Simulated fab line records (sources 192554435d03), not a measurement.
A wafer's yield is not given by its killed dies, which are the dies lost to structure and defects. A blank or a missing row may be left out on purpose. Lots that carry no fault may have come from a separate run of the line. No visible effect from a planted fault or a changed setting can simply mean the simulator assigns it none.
Matching of chambers    flow n5 finfet    3 sister chambers for N5_BEOL_M13_DEP_53 on pecvd-02
The step deposits SiCN from 3MS/NH3, target thk 50 nm, time 17.8 s. 3 wafers are shown with their chamber, then 7 later ones without.

EACH WAFER AND ITS CHAMBER
wafer   chamber  throttle valve pct (%)
L551.4  2        16.1
L554.2  0        19.1
L554.4  1        19.4

WAFERS MISSING THEIR CHAMBER
wafer   throttle valve pct (%)
L554.6  16.3
L553.1  19.3
L553.4  19.4
L553.6  19.3
L555.3  19.2
L555.4  19.5
L555.5  19.3

THE CHAMBER EACH PASSED THROUGH
wafer    from the rows above       in truth
L554.6   2                         2
L553.1   can't be placed: 1 or 0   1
L553.4   1                         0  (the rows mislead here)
L553.6   can't be placed: 1 or 0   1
L555.3   can't be placed: 0 or 1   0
L555.4   1                         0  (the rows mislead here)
L555.5   can't be placed: 1 or 0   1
Placed correctly: 1 of 7. Cannot be placed on the basis of these rows: 4; the candidates contain the true chamber in 4. Wrongly placed: 2.
How it was worked out, from the rows above alone: a wafer's distance from a chamber is the root of the sum, over the readings, of the square of ((its reading less the chamber's mean) divided by the reading's scatter). The wafer belongs to the nearest chamber; if the next one is less than 2 further off, it can't be placed. The mean given for a chamber averages the wafers shown for that chamber. The scatter (one wafer shown for each chamber): square how far every hidden wafer sits from the nearest shown wafer, average those squares and take the square root.
